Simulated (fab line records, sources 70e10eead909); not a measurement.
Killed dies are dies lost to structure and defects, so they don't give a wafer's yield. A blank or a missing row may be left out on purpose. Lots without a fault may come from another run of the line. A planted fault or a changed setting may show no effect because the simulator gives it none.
fab line records | flow nand_harc
record lots=15 wafers=45 last_day=34
route steps=1302 shown P_GATE@124
lots that met no fault: from a run of the same line without faults
start_h: hours from the record's first day to the start of the lot's first wafer shown | wait_h: hours since the lot's step before | " the same as in the row above | L1.1+2: a row that stands for several wafers | - no value, or no start given | * or withheld: withheld | < > ~ a bound
route shown NAME@n: a module of which the file shows steps, and the number in the route of the first | usual: mean/standard deviation of fault-free wafers | same: alike in all rows | chamber/n: place in a boat | sites: the reading at each site | _std_site: their standard deviation | _edge_site: outer sites' mean less inner sites' | radius_mm: how far each site lies from the wafer's centre | mask NAME#n: copy n | behind: the tool/chamber that last shaped the wafer | hold: why the lot was held/for how many hours/how that ended | device: the transistor (n, p or np) that didn't switch | end of line: the same wafers' tests at the end of the route | a step without rows: its recipe alone | killed: dies lost to structure and defects at the first sort, not the wafer's yield | map: a wafer's dies, x killed, . not, _ none there
set.NAME: the setting as run; set.NAME@STEP: as run at that earlier step | model.NAME: the simulator's own value behind a step, which no gauge read
steps of the route over a sample of lots; a table a step, a row a wafer
services: from which hour (start_h, from the record's first day; less than 0 if before it) a tool's chamber was out of use, for how many hours, and why
## steps
# step NHARC_P_GATE_DESCUM_13
# recipe time_s=3 o2_flow_sccm=200 ar_flow_sccm=0 bias_power_w=0 chemistry=O2
# usual drypump_motor_current_A=5.6/0.41 o2_flow_sccm=200.1/0.63 oes_product_au=1.003/0.011 rf_vpp_V=57.7/0.81 showerhead_plenum_p_Torr=1.92/0.097 throttle_valve_pct=11.311/0.0088
# columns lot.wafer tool chamber start_h wait_h drypump_motor_current_A o2_flow_sccm oes_product_au rf_hours_counter_h rf_vpp_V showerhead_plenum_p_Torr throttle_valve_pct
L334.2 rie_diel-07 2 79.22 - 4.8 199.5 1.000 9.5 56.6 1.84 11.310
L334.5 " 1 " " 5.2 200.4 0.996 - 58.1 2.06 11.313
L334.6 " 2 " " 4.8 199.4 1.003 - 57.7 1.84 11.311
L335.2 rie_diel-02 1 91.12 - 5.5 199.8 0.994 1.9 58.1 1.84 11.322
L335.6 " 1 " " 5.5 199.6 0.996 - 58.5 1.84 11.320
L335.5 " 2 " " 6.2 200.0 0.979 - 56.8 1.97 11.320
L336.2 rie_diel-02 1 104.26 - 5.5 200.3 1.005 2.9 57.0 1.83 11.308
L336.1 " 2 " " 6.1 199.3 0.985 2.5 58.5 1.96 11.302
L336.6 " 3 " " 5.9 200.8 1.023 - 57.0 1.80 11.317
L338.3 rie_diel-03 1 119.67 - 5.8 199.1 1.014 0.2 57.9 2.05 11.313
L338.4 " 3 " " 6.1 200.3 1.008 0.2 59.1 2.05 11.315
L338.2 " 0 " " 5.6 199.0 1.000 0.2 57.0 1.84 11.306
L341.4 rie_diel-03 1 147.27 - 5.8 201.2 1.011 1.3 57.5 2.05 11.300
L341.6 " 0 " " 5.7 200.1 1.003 - 56.3 1.84 11.307
L341.5 " 1 " " 5.8 200.3 1.006 - 58.0 2.05 11.310
L342.2 rie_diel-02 0 166.64 - 5.1 200.2 0.999 2.9 57.4 1.80 11.310
L342.1 " 2 " " 6.2 201.0 0.975 6.5 56.6 1.96 11.331
L342.4 " 3 " " 5.9 200.2 1.025 6.5 57.7 1.80 11.304
L344.4 rie_diel-02 3 179.39 - 5.8 200.4 1.033 6.9 57.3 1.80 11.299
L344.2 " 2 " " 6.2 200.3 0.981 7.0 57.3 1.96 11.325
L344.5 " 0 " " 5.1 201.7 1.009 - 57.6 1.80 11.331
L345.1 rie_diel-02 1 194.05 - 5.5 199.4 0.991 8.6 57.6 1.83 11.314
L345.3 " 0 " " 5.1 200.1 1.006 4.6 57.0 1.79 11.325
L345.6 " 1 " " 5.5 200.0 0.999 - 56.7 1.83 11.313
L349.4 rie_diel-07 0 227.92 - 4.9 199.6 1.007 7.1 57.6 1.93 11.307
L349.1 " 2 " " 4.9 200.0 1.002 5.4 57.6 1.84 11.309
L349.5 " 3 " " 5.7 200.1 0.998 - 57.4 2.02 11.319
L352.4 rie_diel-03 3 259.44 - 6.1 201.0 0.991 6.7 59.9 2.05 11.307
L352.2 " 1 " " 5.8 199.5 0.989 6.9 58.3 2.05 11.323
L352.5 " 3 " " 6.2 200.7 0.996 - 58.6 2.05 11.327
L353.4 rie_diel-03 2 274.19 - 5.5 199.6 1.009 7.0 57.6 1.91 11.294
L353.6 " 1 " " 5.8 199.7 1.011 - 59.2 2.05 11.311
L353.5 " 2 " " 5.5 199.3 1.012 - 57.3 1.91 11.329
L354.4 rie_diel-02 2 284.15 - 6.1 200.9 0.997 3.1 57.5 1.96 11.319
L354.1 " 3 " " 5.9 199.5 1.021 3.2 54.9 1.80 11.308
L354.6 " 1 " " 5.5 200.2 1.009 - 56.7 1.83 11.292
L355.1 rie_diel-03 2 295.82 - 5.5 199.1 1.003 1.0 57.5 1.91 11.296
L355.3 " 1 " " 5.8 199.2 1.016 1.0 58.0 2.05 11.317
L355.6 " 3 " " 6.2 200.1 1.011 - 57.4 2.05 11.307
L356.1 rie_diel-03 2 295.98 - 5.5 200.4 1.014 1.0 59.5 1.91 11.304
L356.4 " 0 " " 5.7 200.4 0.998 0.5 57.6 1.84 11.313
L356.6 " 3 " " 6.1 199.5 1.028 - 57.9 2.05 11.308
L357.3 rie_diel-03 0 308.02 - 5.6 200.2 0.996 1.0 57.4 1.84 11.311
L357.2 " 1 " " 5.7 199.8 1.020 1.4 58.7 2.05 11.313
L357.5 " 0 " " 5.7 199.9 0.990 - 57.9 1.84 11.292
# step NHARC_P_GATE_INSPECT_28
# usual raw_defect_count=5.9/2.8
# columns lot.wafer tool chamber start_h wait_h raw_defect_count
L334.2 defect_inspect-02 - 93.84 0.0 4
L334.5 " - " " 5
L334.6 " - " " 7
L335.2 defect_inspect-02 - 105.67 0.0 7
L335.5 " - " " 4
L335.6 " - " " 8
L336.1 defect_inspect-01 - 127.44 0.0 11
L336.2 " - " " 4
L336.6 " - " " 10
L338.2 defect_inspect-02 - 136.40 0.0 5
L338.3 " - " " 11
L338.4 " - " " 6
L341.4 defect_inspect-01 - 163.32 0.0 2
L341.5 " - " " 6
L341.6 " - " " 4
L342.1 defect_inspect-02 - 183.47 0.0 8
L342.2 " - " " 7
L342.4 " - " " 10
L344.2 defect_inspect-01 - 193.53 0.0 2
L344.4 " - " " 3
L344.5 " - " " 4
L345.1 defect_inspect-02 - 212.54 0.0 6
L345.3 " - " " 4
L345.6 " - " " 3
L349.1 defect_inspect-02 - 243.51 0.0 7
L349.4 " - " " 10
L349.5 " - " " 7
L352.2 defect_inspect-02 - 273.28 0.0 8
L352.4 " - " " 5
L352.5 " - " " 9
L353.4 defect_inspect-02 - 293.24 0.0 12
L353.5 " - " " 10
L353.6 " - " " 5
L354.1 defect_inspect-01 - 299.50 0.0 4
L354.4 " - " " 6
L354.6 " - " " 5
L356.1 defect_inspect-01 - 313.99 0.0 3
L356.4 " - " " 6
L356.6 " - " " 8
L355.1 defect_inspect-01 - 314.41 0.0 4
L355.3 " - " " 4
L355.6 " - " " 7
L357.2 defect_inspect-02 - 325.45 0.0 3
L357.3 " - " " 4
L357.5 " - " " 2
# step NHARC_P_GATE_PEB_57
# recipe peb_temp_c=118 peb_time_s=85
# usual chill_plate_temp_C=22.99/0.11 exhaust_pa=44.7/0.92
# columns lot.wafer tool chamber start_h wait_h chill_plate_temp_C exhaust_pa
L334.2 litho_track-02 0 107.33 0.1 22.96 45.2
L334.5 " 0 " " 22.96 45.3
L334.6 " 0 " " 22.88 45.9
L335.2 litho_track-03 0 119.27 0.1 23.04 43.7
L335.5 " 0 " " 23.00 44.4
L335.6 " 0 " " 22.89 44.1
L336.1 litho_track-02 0 140.93 0.1 23.10 44.4
L336.2 " 0 " " 23.09 45.7
L336.6 " 0 " " 23.25 46.7
L338.2 litho_track-07 0 149.98 0.1 23.01 43.6
L338.3 " 0 " " 23.18 44.5
L338.4 " 0 " " 23.06 44.8
L341.4 litho_track-03 0 177.00 0.0 22.97 45.0
L341.5 " 0 " " 22.94 45.0
L341.6 " 0 " " 22.95 46.1
L342.1 litho_track-02 - 197.14 0.1 - -
L342.2 " - " " - -
L342.4 " - " " - -
L344.2 litho_track-07 - 209.10 0.1 - -
L344.4 " - " " - -
L344.5 " - " " - -
L345.1 litho_track-02 - 225.96 0.1 - -
L345.3 " - " " - -
L345.6 " - " " - -
L349.1 litho_track-02 0 263.42 0.1 22.95 45.0
L349.4 " 0 " " 22.99 45.1
L349.5 " 0 " " 22.94 45.7
L352.2 litho_track-07 0 286.74 0.1 22.91 44.5
L352.4 " 0 " " 22.99 44.8
L352.5 " 0 " " 22.90 45.0
L353.4 litho_track-07 0 306.68 0.0 23.04 45.3
L353.5 " 0 " " 23.17 45.5
L353.6 " 0 " " 23.08 43.9
L354.1 litho_track-07 0 313.08 0.1 23.07 45.7
L354.4 " 0 " " 23.28 45.0
L354.6 " 0 " " 23.04 45.4
L355.1 litho_track-07 0 327.67 0.1 22.83 43.5
L355.3 " 0 " " 22.99 42.9
L355.6 " 0 " " 22.94 43.9
L356.1 litho_track-02 0 329.97 0.1 23.18 43.7
L356.4 " 0 " " 23.13 43.5
L356.6 " 0 " " 23.19 44.1
L357.2 litho_track-02 0 339.02 0.1 23.02 45.0
L357.3 " 0 " " 23.07 43.5
L357.5 " 0 " " 23.02 44.9
# step NHARC_P_GATE_STRIP_76
# recipe power_w=1500 temp_c=250 chemistry=O2
# usual drypump_motor_current_A=6.1/0.6 heater_power_w=349/29
# columns lot.wafer tool chamber start_h wait_h drypump_motor_current_A heater_power_w rf_hours_counter_h
L334.2 plasma_asher-02 0 108.21 0.2 5.1 341 4
L334.6 " 0 " " 5.1 342 -
L334.5 " 1 " " 6.3 314 -
L335.2 plasma_asher-01 0 120.19 0.2 6.6 390 26
L335.6 " 1 " " 6.4 410 -
L335.5 " 0 " " 6.6 384 -
L336.1 plasma_asher-02 1 141.84 0.2 6.3 310 10
L336.2 " 0 " " 5.1 346 10
L336.6 " 0 " " 5.1 338 -
L338.2 plasma_asher-02 0 150.88 0.2 5.2 343 13
L338.4 " 1 " " 6.3 310 -
L338.3 " 0 " " 5.1 339 -
L341.4 plasma_asher-02 1 177.94 0.1 6.3 315 -
L341.6 " 0 " " 5.1 342 -
L341.5 " 1 " " 6.3 316 -
L342.2 plasma_asher-01 1 198.03 0.2 6.4 387 7
L342.1 " 0 " " 6.6 364 7
L342.4 " 0 " " 6.6 352 -
L344.2 plasma_asher-02 1 209.98 0.2 6.3 315 26
L344.4 " 1 " " 6.3 301 -
L344.5 " 0 " " 5.1 351 -
L345.1 plasma_asher-02 1 226.84 0.2 6.3 306 29
L345.3 " 0 " " 5.1 342 -
L345.6 " 1 " " 6.3 311 -
L349.1 plasma_asher-01 1 264.30 0.2 6.4 385 23
L349.4 " 1 " " 6.4 384 -
L349.5 " 0 " " 6.6 350 -
L352.2 plasma_asher-01 0 287.63 0.2 6.6 358 28
L352.4 " 1 " " 6.4 388 -
L352.5 " 1 " " 6.4 382 -
L353.4 plasma_asher-01 0 307.60 0.1 6.7 345 -
L353.5 " 1 " " 6.4 389 -
L353.6 " 0 " " 6.7 359 -
L354.1 plasma_asher-02 0 313.97 0.2 5.1 353 11
L354.4 " 0 " " 5.1 360 -
L354.6 " 0 " " 5.1 351 -
L355.1 plasma_asher-02 0 328.55 0.2 5.1 345 14
L355.3 " 0 " " 5.1 360 -
L355.6 " 1 " " 6.3 316 -
L356.1 plasma_asher-01 1 330.84 0.2 6.4 382 35
L356.4 " 0 " " 6.7 348 -
L356.6 " 1 " " 6.4 386 -
L357.2 plasma_asher-02 0 339.93 0.2 5.1 357 17
L357.3 " 1 " " 6.2 316 -
L357.5 " 0 " " 5.1 356 -
## services
# columns tool chamber start_h hours kind
plasma_asher-02 - 65.72 2.8 repair
plasma_asher-02 - 72.00 9.0 pm
litho_track-07 - 76.00 7.0 pm
rie_diel-02 0 76.81 66.3 repair
rie_diel-02 1 76.88 10.8 repair
litho_track-03 - 100.00 7.0 pm
rie_diel-03 - 104.30 9.0 pm
rie_diel-02 3 106.32 3.7 repair
rie_diel-07 - 117.20 9.0 pm
plasma_asher-01 - 165.03 9.0 pm
plasma_asher-02 - 173.99 0.4 repair
rie_diel-07 3 175.94 13.5 repair
rie_diel-07 - 187.88 0.4 repair
rie_diel-03 - 194.08 0.6 repair
rie_diel-02 - 216.70 9.0 pm
litho_track-02 - 227.00 7.0 pm
plasma_asher-02 - 231.04 4.6 repair
plasma_asher-02 - 249.00 9.0 pm
litho_track-07 - 251.00 7.0 pm
rie_diel-03 - 254.16 1.2 repair
plasma_asher-02 - 260.61 2.0 repair
rie_diel-03 - 269.62 1.0 repair
litho_track-03 - 275.00 7.0 pm
rie_diel-03 - 281.30 9.0 pm
## key
first_sign step=NHARC_P_GATE_PEB_57 reading=tool_record direction=missing
effect none on later readings
met_at NHARC_P_GATE_PEB_57
struck_lots L342,L344,L345
later_rows_left_out L342.1,L342.2,L342.4,L344.2,L344.4,L344.5,L345.1,L345.3,L345.6
sort_left_out L342.1,L342.2,L342.4,L344.2,L344.4,L344.5,L345.1,L345.3,L345.6
tester_left_out L342,L344,L345
not_acting_at NHARC_P_GATE_DESCUM_13,NHARC_P_GATE_INSPECT_28,NHARC_P_GATE_STRIP_76
onset_between 149.98 197.14
fault kind=skipped_step_whole tool=litho_track-02,litho_track-07 chamber=- onset_h=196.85 steps=NHARC_P_GATE_PEB_57 scope=struck_lots_only
# tester_left_out: of these lots the tester's yield and bins aren't shown, on N5 and GAA mostly nor the transistor test; their killed dies are dies lost to structure and defects alone, not to doping, threshold or leakage, so they don't give the yield
# sort_left_out: the simulated sort isn't trusted on such a fault, so these wafers' sort isn't shown, and their yield isn't known
# later_rows_left_out: the simulator's readings of these wafers behind a module that went badly wrong aren't trusted and aren't shown, but for the sort
